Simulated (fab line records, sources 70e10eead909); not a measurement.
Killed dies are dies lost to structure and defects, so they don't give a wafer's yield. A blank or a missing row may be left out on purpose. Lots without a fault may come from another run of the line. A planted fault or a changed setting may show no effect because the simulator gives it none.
fab line records | flow nand_harc
record lots=5 wafers=15 last_day=32
route steps=1302 shown P_GATE@121
lots that met no fault: from a run of the same line without faults
start_h: hours from the record's first day to the start of the lot's first wafer shown | wait_h: hours since the lot's step before | " the same as in the row above | L1.1+2: a row that stands for several wafers | - no value, or no start given | * or withheld: withheld | < > ~ a bound
route shown NAME@n: a module of which the file shows steps, and the number in the route of the first | usual: mean/standard deviation of fault-free wafers | same: alike in all rows | chamber/n: place in a boat | sites: the reading at each site | _std_site: their standard deviation | _edge_site: outer sites' mean less inner sites' | radius_mm: how far each site lies from the wafer's centre | mask NAME#n: copy n | behind: the tool/chamber that last shaped the wafer | hold: why the lot was held/for how many hours/how that ended | device: the transistor (n, p or np) that didn't switch | end of line: the same wafers' tests at the end of the route | a step without rows: its recipe alone | killed: dies lost to structure and defects at the first sort, not the wafer's yield | map: a wafer's dies, x killed, . not, _ none there
set.NAME: the setting as run; set.NAME@STEP: as run at that earlier step | model.NAME: the simulator's own value behind a step, which no gauge read
lots at some steps of the route; a table a step, a row a wafer
services: from which hour (start_h, from the record's first day; less than 0 if before it) a tool's chamber was out of use, for how many hours, and why
## steps
# step NHARC_P_GATE_DEVELOP_10
# recipe time_s=70
# columns lot.wafer tool chamber start_h wait_h
L074.2+3+4 litho_track-03 0 - -
L083.2+5+6 litho_track-03 0 - -
L091.1+5+6 litho_track-02 0 - -
L093.1+2+3 litho_track-03 0 - -
L094.3+5+6 litho_track-07 0 - -
# step NHARC_P_GATE_CD_MEAS_11
# recipe target_cd_nm=1640 landing_energy_ev=500
# usual cd_nm=1639.3/2.1
# columns lot.wafer tool chamber start_h wait_h cd_nm
L074.2 cd_sem-02 0 92.06 - 1639.2
L074.3 " 0 " " 1639.5
L074.4 " 0 " " 1640.7
L083.2 cd_sem-03 0 173.29 - 1637.3
L083.5 " 0 " " 1639.4
L083.6 " 0 " " 1637.0
L091.1 cd_sem-03 0 251.95 - 1641.7
L091.5 " 0 " " 1642.5
L091.6 " 0 " " 1642.0
L093.1 cd_sem-03 0 269.48 - 1634.8
L093.2 " 0 " " 1637.4
L093.3 " 0 " " 1638.9
L094.3 cd_sem-03 0 287.22 - 1635.7
L094.5 " 0 " " 1641.9
L094.6 " 0 " " 1638.3
# step NHARC_P_GATE_HARDBAKE_12
# recipe temp_c=125 time_s=80
# columns lot.wafer tool chamber start_h wait_h
L074.2+3+4 litho_track-02 0 92.14 -
L083.2+5+6 litho_track-07 0 173.38 -
L091.1+5+6 litho_track-02 0 252.03 -
L093.1+2+3 litho_track-07 0 269.56 -
L094.3+5+6 litho_track-02 0 287.30 -
# step NHARC_P_GATE_DESCUM_13
# recipe time_s=3 o2_flow_sccm=200 ar_flow_sccm=0 bias_power_w=0 chemistry=O2
# usual drypump_motor_current_A=5.7/0.51 o2_flow_sccm=199.9/0.59 oes_product_au=1.002/0.011 rf_vpp_V=57.8/0.86 showerhead_plenum_p_Torr=1.91/0.071 throttle_valve_pct=11.311/0.009
# columns lot.wafer tool chamber start_h wait_h drypump_motor_current_A o2_flow_sccm oes_product_au rf_hours_counter_h rf_vpp_V showerhead_plenum_p_Torr throttle_valve_pct
L074.2 rie_diel-04 0 92.22 - 5.9 199.5 1.007 5.7 57.1 1.79 11.308
L074.3 " 1 " " 5.2 200.4 1.001 6.1 58.5 2.03 11.328
L074.4 " 2 " " 6.2 200.4 0.999 6.3 56.2 1.98 11.340
L083.2 rie_diel-04 1 173.45 - 5.2 199.0 0.995 9.0 60.1 2.03 11.302
L083.5 " 1 " " 5.2 199.9 0.995 - 58.1 2.03 11.298
L083.6 " 2 " " 6.2 199.4 0.984 - 57.0 1.98 11.314
L091.1 rie_diel-02 3 252.11 - 5.9 201.1 1.004 1.8 58.3 1.85 11.318
L091.6 " 3 " " 5.9 199.7 1.019 - 56.3 1.85 11.300
L091.5 " 0 " " 5.6 199.5 0.974 - 58.6 1.96 11.313
L093.1 rie_diel-04 3 269.65 - 4.9 199.7 0.997 4.2 57.5 1.93 11.318
L093.3 " 0 " " 5.9 200.0 0.993 4.2 58.6 1.79 11.314
L093.2 " 1 " " 5.2 199.9 0.991 3.4 59.1 2.03 11.324
L094.3 rie_diel-12 3 287.39 - 5.2 200.6 0.991 0.1 58.2 1.80 11.304
L094.6 " 2 " " 5.6 200.0 1.014 - 56.8 1.86 11.294
L094.5 " 3 " " 5.2 200.9 1.010 - 58.0 1.80 11.297
# step NHARC_P_GATE_ETCH_14
# recipe target_depth_a=488 chemistry=dHF material=SiO2
# columns lot.wafer tool chamber start_h wait_h
L074.2+3+4 wet_bench-01 0,2,4 92.36 0.1
L083.5+6+2 wet_bench-09 3,4,6 173.60 0.1
L091.1+5+6 wet_bench-09 5,7,0 252.25 0.1
L093.1+3+2 wet_bench-01 0,1,4 269.79 0.1
L094.5+6+3 wet_bench-01 6,2,3 287.52 0.1
# step NHARC_P_GATE_STRIP_15
# recipe time_s=780 temp_c=130 chemistry=SPM
# columns lot.wafer tool chamber start_h wait_h
L074.2+3+4 wet_bench-01 0,2,4 92.40 0.0
L083.5+6+2 wet_bench-09 3,4,6 173.65 0.0
L091.1+5+6 wet_bench-09 5,7,0 252.29 0.0
L093.1+3+2 wet_bench-01 0,1,4 269.83 0.0
L094.5+6+3 wet_bench-01 6,2,3 287.55 0.0
# step NHARC_P_GATE_PRECLEAN_71
# recipe time_s=* temp_c=50 bath_age_min=0 chemistry=SC1
# usual nh4oh_flow_mL_min=28.29/0.1
# columns lot.wafer tool chamber start_h wait_h nh4oh_flow_mL_min
L074.2 wet_bench-01 0 - - 28.28
L074.3 " 2 " " 28.22
L074.4 " 4 " " 28.16
L083.5 wet_bench-09 3 - - 28.14
L083.6 " 4 " " 28.28
L083.2 " 6 " " 28.30
L091.1 wet_bench-09 5 - - 28.23
L091.5 " 7 " " 28.25
L091.6 " 0 " " 28.37
L093.1 wet_bench-01 0 - - 28.35
L093.3 " 1 " " 28.34
L093.2 " 4 " " 28.26
L094.5 wet_bench-01 6 - - 28.32
L094.6 " 2 " " 28.16
L094.3 " 3 " " 28.25
# step NHARC_P_GATE_SRD_72
# columns lot.wafer tool chamber start_h wait_h
L074.2+3+4 wet_bench-01 0,2,4 - -
L083.5+6+2 wet_bench-09 3,4,6 - -
L091.1+5+6 wet_bench-09 5,7,0 - -
L093.1+3+2 wet_bench-01 0,1,4 - -
L094.5+6+3 wet_bench-01 6,2,3 - -
# step NHARC_P_GATE_OXIDE_16
# recipe target_thk_a=30 temp_c=875 ox_time_s=392 material=SiO2
# usual tube_center_temp_C=875.01/0.08
# columns lot.wafer tool chamber start_h wait_h tube_center_temp_C
L074.2 furnace-02 0 95.85 - 874.95
L074.3 " 0 " " 875.05
L074.4 " 0 " " 874.97
L083.2 furnace-02 0 177.19 - 875
L083.5 " 0 " " 875.1
L083.6 " 0 " " 874.96
L091.1 furnace-06 0 256.08 - 874.94
L091.5 " 0 " " 875.03
L091.6 " 0 " " 874.95
L093.1 furnace-08 0 273.25 - 874.98
L093.2 " 0 " " 874.94
L093.3 " 0 " " 875.03
L094.3 furnace-08 0 290.98 - 875.12
L094.5 " 0 " " 875.04
L094.6 " 0 " " 874.98
# step NHARC_P_GATE_CVD_17
# recipe target_thk_a=1500 temp_c=620 time_s=900 material=poly-Si
# usual tube_center_temp_C=620/0.059
# columns lot.wafer tool chamber start_h wait_h tube_center_temp_C
L074.2 lpcvd_poly-01 0 101.86 2.5 619.96
L074.3 " 0 " " 619.96
L074.4 " 0 " " 619.99
L083.2 lpcvd_poly-01 0 183.28 2.5 620.05
L083.5 " 0 " " 620
L083.6 " 0 " " 619.97
L091.1 lpcvd_poly-04 0 262.32 2.7 620.09
L091.5 " 0 " " 620.01
L091.6 " 0 " " 619.93
L093.1 lpcvd_poly-01 0 279.25 2.5 619.86
L093.2 " 0 " " 620
L093.3 " 0 " " 619.98
L094.3 lpcvd_poly-01 0 297.81 3.2 619.81
L094.5 " 0 " " 619.97
L094.6 " 0 " " 619.92
# step NHARC_P_GATE_HM_DEP_102
# recipe target_thk_a=1200 temp_c=400 material=aC
# usual throttle_valve_pct=34.999/0.0098
# columns lot.wafer tool chamber start_h wait_h throttle_valve_pct
L074.2 acl_dep-02 0 105.24 1.2 34.994
L074.3 " 0 " " 34.992
L074.4 " 0 " " 34.990
L083.2 acl_dep-01 0 188.37 2.9 35.001
L083.5 " 0 " " 35.001
L083.6 " 0 " " 34.995
L091.1 acl_dep-03 0 264.99 0.4 35.001
L091.5 " 0 " " 35.025
L091.6 " 0 " " 35.012
L093.1 acl_dep-03 0 281.87 0.4 34.996
L093.2 " 0 " " 34.997
L093.3 " 0 " " 34.979
L094.3 acl_dep-01 0 301.12 1.1 34.989
L094.5 " 0 " " 34.999
L094.6 " 0 " " 34.991
# step NHARC_P_GATE_DEP_103
# recipe target_thk_a=300 target_thk_nm=30 temp_c=400 flow_sccm=200 rf_w=350 material=SiON
# usual heater_power_w=754/96
# columns lot.wafer tool chamber start_h wait_h heater_power_w
L074.3 pecvd-04 2 105.82 0.4 730
L074.2 " 0 " " 806
L074.4 " 0 " " 817
L083.2 pecvd-04 1 188.97 0.5 655
L083.5 " 2 " " 827
L083.6 " 0 " " 813
L091.1 pecvd-03 0 265.72 0.6 627
L091.5 " 2 " " 769
L091.6 " 0 " " 652
L093.1 pecvd-03 1 282.54 0.6 842
L093.2 " 2 " " 783
L093.3 " 0 " " 711
L094.3 pecvd-03 1 301.63 0.4 964
L094.5 " 0 " " 753
L094.6 " 1 " " 940
# step NHARC_P_GATE_DEHYDRATE_18
# recipe temp_c=150 time_s=120
# columns lot.wafer tool chamber start_h wait_h
L074.2+3+4 litho_track-04 0 106.07 0.2
L083.2+5+6 litho_track-01 0 189.19 0.2
L091.1+5+6 litho_track-04 0 265.93 0.2
L093.1+2+3 litho_track-04 0 282.81 0.2
L094.3+5+6 litho_track-06 0 301.85 0.2
# step NHARC_P_GATE_HMDS_19
# recipe time_s=30
# columns lot.wafer tool chamber start_h wait_h
L074.2+3+4 litho_track-04 0 - -
L083.2+5+6 litho_track-01 0 - -
L091.1+5+6 litho_track-04 0 - -
L093.1+2+3 litho_track-04 0 - -
L094.3+5+6 litho_track-06 0 - -
# step NHARC_P_GATE_COAT_20
# recipe spin_rpm=1500 resist_thk_nm=90
# columns lot.wafer tool chamber start_h wait_h
L074.2+3+4 litho_track-04 0 - -
L083.2+5+6 litho_track-01 0 - -
L091.1+5+6 litho_track-04 0 - -
L093.1+2+3 litho_track-04 0 - -
L094.3+5+6 litho_track-06 0 - -
# step NHARC_P_GATE_SOFTBAKE_21
# recipe temp_c=105 time_s=55
# columns lot.wafer tool chamber start_h wait_h
L074.2+3+4 litho_track-04 0 - -
L083.2+5+6 litho_track-01 0 - -
L091.1+5+6 litho_track-04 0 - -
L093.1+2+3 litho_track-04 0 - -
L094.3+5+6 litho_track-06 0 - -
# step NHARC_P_GATE_EBR_22
# columns lot.wafer tool chamber start_h wait_h
L074.2+3+4 litho_track-04 0 - -
L083.2+5+6 litho_track-01 0 - -
L091.1+5+6 litho_track-04 0 - -
L093.1+2+3 litho_track-04 0 - -
L094.3+5+6 litho_track-06 0 - -
# step NHARC_P_GATE_EXPOSE_23
# recipe na=1.35 target_cd_nm=120 dose_mj=93.91 mask_id=P_GATE
# usual focus_offset_nm=0.1/0.5
# columns lot.wafer tool chamber start_h wait_h mask focus_offset_nm
L074.2 arfi_scanner-02 0 106.34 - P_GATE#0 0.6
L074.3 " 0 " " P_GATE#0 -0.5
L074.4 " 0 " " P_GATE#0 -0.1
L083.2 arfi_scanner-02 0 189.33 - P_GATE#0 -0.1
L083.5 " 0 " " P_GATE#0 0.8
L083.6 " 0 " " P_GATE#0 -0.2
L091.1 arfi_scanner-01 0 266.20 - P_GATE#0 1.1
L091.5 " 0 " " P_GATE#0 0.7
L091.6 " 0 " " P_GATE#0 1.1
L093.1 arfi_scanner-03 0 283.07 - P_GATE#0 0.3
L093.2 " 0 " " P_GATE#0 -0.2
L093.3 " 0 " " P_GATE#0 0.0
L094.3 arfi_scanner-02 0 302.13 - P_GATE#0 -0.4
L094.5 " 0 " " P_GATE#0 -0.1
L094.6 " 0 " " P_GATE#0 0.3
# step NHARC_P_GATE_PEB_24
# recipe peb_temp_c=100 peb_time_s=65
# columns lot.wafer tool chamber start_h wait_h
L074.2+3+4 litho_track-04 0 106.40 0.1
L083.2+5+6 litho_track-06 0 189.39 0.1
L091.1+5+6 litho_track-06 0 266.26 0.1
L093.1+2+3 litho_track-06 0 283.13 0.1
L094.3+5+6 litho_track-01 0 302.18 0.0
# step NHARC_P_GATE_DEVELOP_25
# recipe develop_time_s=35 dev_temp_c=23
# columns lot.wafer tool chamber start_h wait_h
L074.2+3+4 litho_track-04 0 - -
L083.2+5+6 litho_track-06 0 - -
L091.1+5+6 litho_track-06 0 - -
L093.1+2+3 litho_track-06 0 - -
L094.3+5+6 litho_track-01 0 - -
# step NHARC_P_GATE_CD_MEAS_26
# recipe target_cd_nm=120 landing_energy_ev=500
# usual cd_nm=120.1/0.55
# columns lot.wafer tool chamber start_h wait_h cd_nm
L074.2 cd_sem-03 0 106.48 - 119.9
L074.3 " 0 " " 120.4
L074.4 " 0 " " 121.2
L083.2 cd_sem-02 0 189.47 - 120.6
L083.5 " 0 " " 119.6
L083.6 " 0 " " 119.7
L091.1 cd_sem-03 0 266.34 - 119.8
L091.5 " 0 " " 119.8
L091.6 " 0 " " 119.4
L093.1 cd_sem-01 0 283.21 - 120.7
L093.2 " 0 " " 119.6
L093.3 " 0 " " 119.8
L094.3 cd_sem-03 0 302.26 - 119.9
L094.5 " 0 " " 120.1
L094.6 " 0 " " 120.0
# step NHARC_P_GATE_OVL_MEAS_27
# usual overlay_x_nm=0.1/0.76 overlay_y_nm=0.1/0.82
# columns lot.wafer tool chamber start_h wait_h overlay_x_nm overlay_y_nm
L074.2 overlay-01 - 106.56 - 0.0 1.4
L074.3 " - " " -0.5 0.8
L074.4 " - " " -0.5 1.1
L083.2 overlay-01 - 189.56 - 0.3 -0.2
L083.5 " - " " 0.7 0.2
L083.6 " - " " 0.5 0.0
L091.1 overlay-01 - 266.43 - -0.1 0.6
L091.5 " - " " 0.6 0.1
L091.6 " - " " 0.8 0.7
L093.1 overlay-01 - 283.30 - 0.5 0.6
L093.2 " - " " 0.8 0.1
L093.3 " - " " 1.4 0.9
L094.3 overlay-01 - 302.35 - 0.4 1.1
L094.5 " - " " 0.5 1.0
L094.6 " - " " 0.6 0.7
# step NHARC_P_GATE_INSPECT_28
# usual raw_defect_count=6/3.2
# columns lot.wafer tool chamber start_h wait_h raw_defect_count
L074.2 defect_inspect-01 - 106.60 0.0 6
L074.3 " - " " 8
L074.4 " - " " 3
L083.2 defect_inspect-01 - 189.59 0.0 4
L083.5 " - " " 5
L083.6 " - " " 13
L091.1 defect_inspect-01 - 266.47 0.0 4
L091.5 " - " " 3
L091.6 " - " " 3
L093.1 defect_inspect-01 - 283.34 0.0 7
L093.2 " - " " 3
L093.3 " - " " 8
L094.3 defect_inspect-01 - 302.38 0.0 10
L094.5 " - " " 6
L094.6 " - " " 6
# step NHARC_P_GATE_DESCUM_31
# recipe time_s=3 o2_flow_sccm=200 ar_flow_sccm=0 bias_power_w=0 chemistry=O2
# usual drypump_motor_current_A=5.7/0.49 o2_flow_sccm=200.0/0.62 oes_product_au=1.002/0.0097 rf_vpp_V=57.7/0.93 showerhead_plenum_p_Torr=1.90/0.065 throttle_valve_pct=11.310/0.0096
# columns lot.wafer tool chamber start_h wait_h drypump_motor_current_A o2_flow_sccm oes_product_au rf_hours_counter_h rf_vpp_V showerhead_plenum_p_Torr throttle_valve_pct
L074.2 rie_diel-02 1 106.66 0.1 6.0 200.0 1.003 3 57.2 1.90 11.308
L074.4 " 2 " " 6.7 200.1 0.995 3 58.8 1.93 11.321
L074.3 " 0 " " 5.6 199.7 0.987 3 58.0 1.97 11.307
L083.2 rie_diel-02 2 189.67 0.1 6.7 200.7 1.006 7 58.6 1.93 11.317
L083.6 " 0 " " 5.6 200.3 1.001 - 56.9 1.97 11.309
L083.5 " 1 " " 6.1 199.3 1.015 - 57.0 1.89 11.301
L091.1 rie_diel-12 3 266.53 0.1 5.2 200.1 0.998 10 57.3 1.80 11.300
L091.6 " 3 " " 5.2 199.3 0.994 - 57.4 1.80 11.308
L091.5 " 0 " " 5.3 200.5 1.006 - 56.7 1.94 11.307
L093.2 rie_diel-12 2 283.41 0.1 5.5 200.2 1.015 0 57.2 1.86 11.303
L093.1 " 3 " " 5.2 198.9 0.993 0 57.5 1.80 11.309
L093.3 " 0 " " 5.3 200.2 0.985 0 57.6 1.94 11.305
L094.3 rie_diel-12 2 302.45 0.1 5.5 199.4 1.007 1 57.2 1.86 11.309
L094.6 " 1 " " 5.6 199.7 1.003 - 56.8 1.88 11.298
L094.5 " 2 " " 5.6 199.9 1.009 - 58.4 1.86 11.303
# step NHARC_P_GATE_ETCH_104
# recipe target_depth_a=600 time_s=withheld cf4_flow_sccm=100 chf3_flow_sccm=30 ar_flow_sccm=0 rf_w=500 bias_w=200 chemistry=CF4/CHF3
# usual drypump_motor_current_A=5.7/0.46 oes_product_au=0.949/0.021 rf_vpp_V=370.1/1.8 showerhead_plenum_p_Torr=1.56/0.049 throttle_valve_pct=16.801/0.0099
# columns lot.wafer tool chamber start_h wait_h drypump_motor_current_A oes_product_au rf_vpp_V showerhead_plenum_p_Torr throttle_valve_pct
L074.2 rie_diel-02 1 106.75 0.1 6.1 0.944 371.3 1.56 16.805
L074.4 " 2 " " 6.7 0.937 370.6 1.59 16.815
L074.3 " 3 " " 5.9 0.977 370.2 1.53 16.818
L083.2 rie_diel-02 1 189.74 0.1 6.0 0.954 369.9 1.56 16.812
L083.6 " 1 " " 6.1 0.949 368.9 1.56 16.795
L083.5 " 2 " " 6.7 0.968 371.7 1.59 16.802
L091.1 rie_diel-12 2 266.62 0.1 5.5 0.979 369.0 1.53 16.785
L091.6 " 0 " " 5.3 0.970 371.8 1.59 16.803
L091.5 " 1 " " 5.7 0.986 369.0 1.55 16.790
L093.2 rie_diel-12 1 283.49 0.1 5.6 0.967 369.4 1.55 16.803
L093.3 " 2 " " 5.6 0.976 368.1 1.53 16.815
L093.1 " 3 " " 5.2 0.978 368.3 1.49 16.805
L094.3 rie_diel-12 1 302.53 0.1 5.6 0.934 369.3 1.55 16.805
L094.6 " 1 " " 5.7 0.938 370.0 1.55 16.804
L094.5 " 2 " " 5.6 0.935 367.9 1.53 16.816
# step NHARC_P_GATE_HM_OPEN_105
# recipe target_depth_a=3600 o2_flow_sccm=400 cos_flow_sccm=20 ar_flow_sccm=0 rf_w=500 bias_w=300 chemistry=O2/COS
# usual drypump_motor_current_A=5.7/0.45 o2_flow_sccm=400.0/1.2 oes_product_au=1.002/0.01 rf_vpp_V=466.7/2.3 showerhead_plenum_p_Torr=3.10/0.099 throttle_valve_pct=28.331/0.0089
# columns lot.wafer tool chamber start_h wait_h drypump_motor_current_A o2_flow_sccm oes_product_au rf_hours_counter_h rf_vpp_V showerhead_plenum_p_Torr throttle_valve_pct
L074.3 rie_diel-02 2 - - 6.7 398.6 1.001 3 467.7 3.15 28.331
L074.2 " 0 " " 5.6 399.5 0.997 3 469.1 3.20 28.339
L074.4 " 1 " " 6.0 399.3 1.011 3 467.0 3.09 28.328
L083.2 rie_diel-02 0 - - 5.6 402.7 0.982 9 468.7 3.20 28.331
L083.6 " 3 " " 5.9 401.7 1.001 - 465.7 3.03 28.354
L083.5 " 0 " " 5.6 402.4 0.987 - 468.7 3.20 28.334
L091.1 rie_diel-12 0 - - 5.3 398.6 1.005 11 467.0 3.16 28.333
L091.6 " 1 " " 5.7 397.6 1.007 - 465.3 3.07 28.329
L091.5 " 2 " " 5.6 400.6 1.005 - 465.7 3.04 28.323
L093.1 rie_diel-12 1 - - 5.6 400.6 1.008 0 467.5 3.07 28.321
L093.3 " 2 " " 5.6 401.1 1.012 0 465.4 3.04 28.323
L093.2 " 3 " " 5.2 400.1 0.988 0 463.3 2.95 28.328
L094.3 rie_diel-12 1 - - 5.6 401.3 0.999 1 466.6 3.07 28.327
L094.6 " 2 " " 5.6 401.0 1.014 - 464.7 3.03 28.344
L094.5 " 3 " " 5.2 400.5 0.983 - 465.3 2.95 28.338
# step NHARC_P_GATE_STRIP_106
# recipe o2_flow_sccm=400 cos_flow_sccm=20 ar_flow_sccm=0 bias_w=0 chemistry=O2/COS
# columns lot.wafer tool chamber start_h wait_h
L074.3+4+2 rie_diel-02 0,1,2 - -
L083.2+6+5 rie_diel-02 0,0,1 - -
L091.1+6+5 rie_diel-12 0,1,2 - -
L093.3+2+1 rie_diel-12 3,0,1 - -
L094.3+6+5 rie_diel-12 3,3,0 - -
# step NHARC_P_GATE_ETCH_114
# recipe target_depth_a=300 overetch_a=30 time_s=16.5 ion_energy_ev=100 cf4_flow_sccm=80 o2_flow_sccm=20 ar_flow_sccm=0 rf_w=300 bias_w=100 chemistry=CF4/O2
# usual drypump_motor_current_A=5.7/0.48 o2_flow_sccm=19.99/0.058 oes_product_au=1.002/0.0098 rf_vpp_V=197.5/1.2 showerhead_plenum_p_Torr=1.32/0.043 throttle_valve_pct=13.397/0.0096
# columns lot.wafer tool chamber start_h wait_h drypump_motor_current_A o2_flow_sccm oes_product_au rf_hours_counter_h rf_vpp_V showerhead_plenum_p_Torr throttle_valve_pct
L074.2 rie_diel-02 3 - - 5.8 19.95 1.007 4 195.4 1.29 13.401
L074.3 " 0 " " 5.6 20.00 0.997 3 197.8 1.37 13.393
L074.4 " 2 " " 6.7 19.93 0.978 3 198.3 1.35 13.403
L083.2 rie_diel-02 1 - - 6.1 20.09 1.011 8 196.9 1.32 13.389
L083.5 " 2 " " 6.7 20.02 1.014 - 198.0 1.35 13.405
L083.6 " 3 " " 5.9 19.97 1.011 - 197.5 1.29 13.397
L091.1 rie_diel-12 0 - - 5.3 19.99 1.012 11 198.8 1.35 13.376
L091.6 " 3 " " 5.2 20.06 0.997 - 196.7 1.26 13.392
L091.5 " 0 " " 5.3 20.10 1.011 - 197.5 1.35 13.384
L093.3 rie_diel-12 0 - - 5.3 20.06 0.985 0 196.9 1.35 13.409
L093.2 " 2 " " 5.5 20.00 1.017 0 196.7 1.30 13.396
L093.1 " 3 " " 5.2 20.02 0.975 0 196.1 1.26 13.391
L094.3 rie_diel-12 2 - - 5.6 19.91 1.007 1 196.9 1.30 13.405
L094.6 " 0 " " 5.3 20.00 0.996 - 198.4 1.35 13.385
L094.5 " 1 " " 5.7 19.89 1.013 - 195.6 1.31 13.393
# step NHARC_P_GATE_ETCH_32
# recipe target_depth_a=1500 over_etch_frac=1 over_etch_ion_energy_ev=40 time_s=100.1 hbr_flow_sccm=150 cl2_flow_sccm=50 rf_w=400 icp_w=400 bias_w=100 chemistry=HBr/Cl2
# usual drypump_motor_current_A=5.69/0.29 he_backside_leak_sccm=2.76/0.2 oes_product_au=0.997/0.01 throttle_valve_pct=26.405/0.0097
# columns lot.wafer tool chamber start_h wait_h drypump_motor_current_A he_backside_leak_sccm oes_product_au rf_hours_counter_h throttle_valve_pct
L074.2 rie_si-05 2 107.12 - 5.74 2.97 1.004 0.9 26.408
L074.3 " 3 " " 5.78 2.67 1.005 0.9 26.413
L074.4 " 1 " " 5.63 2.57 0.998 1.0 26.420
L083.2 rie_si-05 0 190.13 - 6.27 2.71 0.988 0.3 26.405
L083.5 " 0 " " 6.27 2.70 0.984 - 26.407
L083.6 " 1 " " 5.64 2.63 0.999 - 26.399
L091.1 rie_si-02 0 267.00 - 5.12 2.53 1.017 1.0 26.417
L091.6 " 3 " " 5.62 2.92 1.009 - 26.415
L091.5 " 0 " " 5.13 2.42 1.011 - 26.416
L093.2 rie_si-01 3 283.86 - 5.79 2.73 1.014 0.5 26.417
L093.1 " 0 " " 5.98 2.90 0.996 0.6 26.407
L093.3 " 1 " " 5.55 2.43 0.979 0.5 26.415
L094.3 rie_si-02 3 302.95 - 5.63 3.04 1.000 0.1 26.396
L094.5 " 0 " " 5.16 2.46 0.994 - 26.390
L094.6 " 1 " " 5.55 2.98 1.011 - 26.414
# step NHARC_P_GATE_STRIP_108
# recipe o2_flow_sccm=500 ar_flow_sccm=0 bias_w=0 chemistry=O2
# usual drypump_motor_current_A=5.7/0.49 o2_flow_sccm=499.9/1.5 oes_product_au=1.002/0.01 rf_vpp_V=57.8/0.92 showerhead_plenum_p_Torr=3.51/0.11 throttle_valve_pct=17.037/0.0094
# columns lot.wafer tool chamber start_h wait_h drypump_motor_current_A o2_flow_sccm oes_product_au rf_hours_counter_h rf_vpp_V showerhead_plenum_p_Torr throttle_valve_pct
L074.3 rie_diel-02 2 107.30 - 6.7 502.3 0.991 3.5 57.6 3.56 17.034
L074.2 " 3 " " 5.9 499.3 1.014 3.6 58.7 3.43 17.055
L074.4 " 0 " " 5.6 498.6 0.998 3.5 58.1 3.62 17.047
L083.2 rie_diel-12 3 190.29 - 5.2 499.5 1.011 3.8 57.5 3.34 17.054
L083.5 " 3 " " 5.2 498.5 1.013 - 57.0 3.34 17.027
L083.6 " 0 " " 5.3 498.9 1.004 - 58.1 3.57 17.033
L091.1 rie_diel-12 2 267.18 - 5.5 503.0 1.001 10.9 56.7 3.43 17.019
L091.6 " 0 " " 5.3 498.1 1.006 - 58.8 3.57 17.030
L091.5 " 1 " " 5.7 496.8 1.002 - 58.4 3.47 17.032
L093.3 rie_diel-04 0 284.05 - 5.9 498.3 1.001 5.0 56.3 3.32 17.028
L093.2 " 1 " " 5.2 502.1 0.992 4.3 58.2 3.72 17.045
L093.1 " 3 " " 4.9 497.4 0.997 5.0 58.8 3.55 17.048
L094.3 rie_diel-12 1 303.06 - 5.7 498.4 1.012 0.9 55.8 3.47 17.052
L094.5 " 1 " " 5.7 499.8 1.006 - 57.2 3.47 17.038
L094.6 " 2 " " 5.5 502.0 1.015 - 58.2 3.43 17.029
# step NHARC_P_GATE_CD_MEAS_33
# usual cd_nm=119.7/2.4
# columns lot.wafer tool chamber start_h wait_h cd_nm
L074.2 cd_sem-02 - 107.46 - 121.0
L074.3 " - " " 118.5
L074.4 " - " " 123.1
L083.2 cd_sem-03 - 190.46 - 122.7
L083.5 " - " " 121.2
L083.6 " - " " 121.6
L091.1 cd_sem-02 - 267.32 - 116.7
L091.5 " - " " 120.5
L091.6 " - " " 119.5
L093.1 cd_sem-02 - 284.23 - 121.0
L093.2 " - " " 121.6
L093.3 " - " " 123.4
L094.3 cd_sem-03 - 303.24 - 121.1
L094.5 " - " " 123.0
L094.6 " - " " 122.1
# step NHARC_P_GATE_STRIP_35
# recipe time_s=600 temp_c=130 chemistry=SPM
# columns lot.wafer tool chamber start_h wait_h
L074.2+4+3 wet_bench-05 2,3,7 107.54 0.1
L083.6+5+2 wet_bench-01 2,3,4 190.55 0.1
L091.5+6+1 wet_bench-01 2,4,5 267.41 0.1
L093.1+3+2 wet_bench-09 0,2,3 284.32 0.1
L094.3+5+6 wet_bench-01 2,3,4 303.32 0.1
# step NHARC_P_GATE_PRECLEAN_73
# recipe time_s=* temp_c=50 bath_age_min=0 chemistry=SC1
# usual nh4oh_flow_mL_min=28.30/0.099
# columns lot.wafer tool chamber start_h wait_h nh4oh_flow_mL_min
L074.2 wet_bench-05 2 - - 28.20
L074.4 " 3 " " 28.38
L074.3 " 7 " " 28.26
L083.6 wet_bench-01 2 - - 28.20
L083.5 " 3 " " 28.39
L083.2 " 4 " " 28.08
L091.5 wet_bench-01 2 - - 28.29
L091.6 " 4 " " 28.30
L091.1 " 5 " " 28.16
L093.1 wet_bench-09 0 - - 28.47
L093.3 " 2 " " 28.17
L093.2 " 3 " " 28.42
L094.3 wet_bench-01 2 - - 28.19
L094.5 " 3 " " 28.40
L094.6 " 4 " " 28.23
# step NHARC_P_GATE_SRD_74
# columns lot.wafer tool chamber start_h wait_h
L074.2+4+3 wet_bench-05 2,3,7 - -
L083.6+5+2 wet_bench-01 2,3,4 - -
L091.5+6+1 wet_bench-01 2,4,5 - -
L093.1+3+2 wet_bench-09 0,2,3 - -
L094.3+5+6 wet_bench-01 2,3,4 - -
# step NHARC_P_GATE_ALD_36
# recipe target_thk_a=200 pulse_time_s=60 ald_cycles=223 temp_c=400 material=SiNx
# usual heater_power_w=820/65 precursor_pulse_height_rel=0.999/0.02
# columns lot.wafer tool chamber start_h wait_h heater_power_w precursor_pulse_height_rel
L074.4 ald_sin-03 1 107.99 - 832 1.005
L074.2 " 2 109.06 - 748 0.993
L074.3 " 3 110.13 - 848 1.018
L083.2 ald_sin-03 1 191.99 - 804 0.995
L083.6 " 0 195.22 - 920 1.021
L083.5 " 1 196.30 - 788 1.025
L091.1 ald_sin-04 2 269.88 - 839 0.997
L091.5 " 0 271.98 - 799 1.010
L091.6 " 1 273.03 - 757 0.974
L093.2 ald_sin-01 3 284.70 - 698 1.007
L093.1 " 1 286.79 - 807 0.988
L093.3 " 2 287.83 - 881 0.958
L094.3 ald_sin-03 3 304.72 - 847 0.967
L094.6 " 2 307.79 - 777 0.961
L094.5 " 3 308.81 - 827 1.021
## services
# columns tool chamber start_h hours kind
litho_track-07 - 76.00 7.0 pm
wet_bench-05 - 84.80 8.0 pm
ald_sin-03 3 85.88 1.7 repair
rie_diel-12 - 91.42 9.0 pm
pecvd-03 - 94.89 1.5 repair
litho_track-03 - 100.00 7.0 pm
wet_bench-01 - 101.63 8.0 pm
ald_sin-03 2 119.34 9.2 repair
rie_diel-12 2 136.48 6.3 repair
rie_diel-04 2 148.33 13.3 repair
litho_track-01 - 155.00 7.0 pm
lpcvd_poly-01 - 160.14 10.3 repair
wet_bench-09 - 176.80 8.0 pm
rie_diel-04 - 178.42 9.0 pm
litho_track-06 - 179.00 7.0 pm
rie_diel-04 1 192.05 9.7 repair
rie_diel-12 3 195.10 1.4 repair
litho_track-04 - 203.00 7.0 pm
rie_diel-02 - 216.70 9.0 pm
rie_diel-12 2 222.97 1.3 repair
litho_track-02 - 227.00 7.0 pm
rie_diel-04 - 249.40 2.7 repair
rie_diel-12 - 268.42 9.0 pm
wet_bench-01 - 277.63 8.0 pm
## key
fault none
